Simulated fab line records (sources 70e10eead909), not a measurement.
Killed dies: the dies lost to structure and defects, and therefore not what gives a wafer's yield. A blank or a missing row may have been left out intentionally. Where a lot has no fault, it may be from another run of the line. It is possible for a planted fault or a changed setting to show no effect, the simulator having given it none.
A lot that was struck, set against a sound lot | flow nand-harc | 15 out of 1302 route steps
Sound: wafers L482.2, L482.5, L482.6. Wafers struck: L479.1, L479.4. The cause is named last.
For every step that has rows: the tool of each side, followed by ch and its chambers, followed by its first start. Under that, the readings that differ: sound wafers | struck wafers | difference of the means | sigmas: that difference in standard deviations of wafers without a fault.
alike: readings with means less than 2 such deviations apart, plus words and numbers identical on both sides. not compared: withheld readings, readings lacking a value on some wafer, bounds such as >300 that could conceal the same value, and numbers that have no deviation in the record and whose values overlap.
Wherever a step has rows on one side only, a row that says differs or no value, or a row with sigmas, the two part there. Numbers that don't overlap but have no deviation are shown without sigmas and don't part them. A reading missing from all wafers of one side parts the sides only when that side holds two or more wafers.

first, 4 steps without rows for these wafers: NHARC_P_M2_PRE_CLEAN_30 (time 30 s); NHARC_P_M2_PVD_20 (deposits TaN, target thk 5 nm, time 8.06 s); NHARC_P_M2_PVD_21 (deposits Cu, target thk 30 nm, time 20.49 s); NHARC_P_M2_ECD_22 (material Cu, target thk 400 nm).
NHARC_P_M2_ANNEAL_31: time 90 s.
  sound on rtp-anneal-01 ch 0, day 14 07:49; struck on rtp-anneal-01 ch 0, day 13 02:04
  alike: anneal-temp-c-max, wafer_temp_C_max
NHARC_P_M2_CMP_23: polishes, t overpolish 20 s, target thk 144.3 nm.
  sound on cmp-04 ch 1,2, day 14 08:08; struck on cmp-03 ch 1,3, day 13 02:26
  alike: motor-current-A, time-to-endpoint-s
  not compared: pad-life-wafers
NHARC_P_M2_THK_MEAS_24: measures by xrf.
  sound on film-metro-02 at day 14 08:25; struck on film-metro-01 at day 13 02:44
  alike: thk-nm
then, 1 step without rows for these wafers: NHARC_P_M2_SRD_25.
NHARC_P_M2_INSPECT_27:
  sound on defect-inspect-02 at day 14 08:35; struck on defect-inspect-02 at day 13 02:53
  alike: raw-defect-count
NHARC_P_M2_PRE_CLEAN_32: time 12 s.
  sound on pecvd-02 ch 0,1,2, day 14 08:40; struck on pecvd-04 ch 0,1, day 13 02:59
  alike: heater-power-w, rf-fwd-power-W
NHARC_P_M2_DEP_33: deposits SiCN, target thk 30 nm.
  sound on pecvd-02 ch 0,1,2, day 14 08:49; struck on pecvd-04 ch 0,1, day 13 03:07
  alike: heater-power-w, rf-fwd-power-W
NHARC_P_BONDPAD_DEP_00: deposits SiCN, target thk 250 nm.
  sound on pecvd-04 ch 0,2, day 14 09:14; struck on pecvd-02 ch 0, day 13 03:32
  alike: heater-power-w, rf-fwd-power-W
NHARC_P_BONDPAD_CMP_32: polishes SiCN, target thk 200 nm.
  sound on cmp-01 ch 0,1,2, day 14 09:35; struck on cmp-01 ch 0,3, day 13 03:53
  alike: motor-current-A
  not compared: pad-life-wafers
NHARC_P_BONDPAD_THK_MEAS_33: measures by ellipsometry.
  sound on film-metro-02 at day 14 09:48; struck on film-metro-01 at day 13 04:16
  reading     | sound             | struck      | difference | sigmas
  thk-nm (nm) | 201.9 202.8 198.9 | 134.0 137.2 | -65.6      | -47
  not compared: hold
-- break in the record here, with 17 days between the starts of the struck wafers on either side (left off in module P_BONDPAD, picked up again in module END, where the first step shown is number 1302 on the route) --
NHARC_END_SORT_01:
  here the record holds rows for the struck wafers (prober-01 ch 0, day 30 05:01) but none for the sound ones

## WHERE THEY PART
Earliest at NHARC_P_BONDPAD_THK_MEAS_33; latest, in this record, at NHARC_END_SORT_01.

WHY: what the simulator had put in
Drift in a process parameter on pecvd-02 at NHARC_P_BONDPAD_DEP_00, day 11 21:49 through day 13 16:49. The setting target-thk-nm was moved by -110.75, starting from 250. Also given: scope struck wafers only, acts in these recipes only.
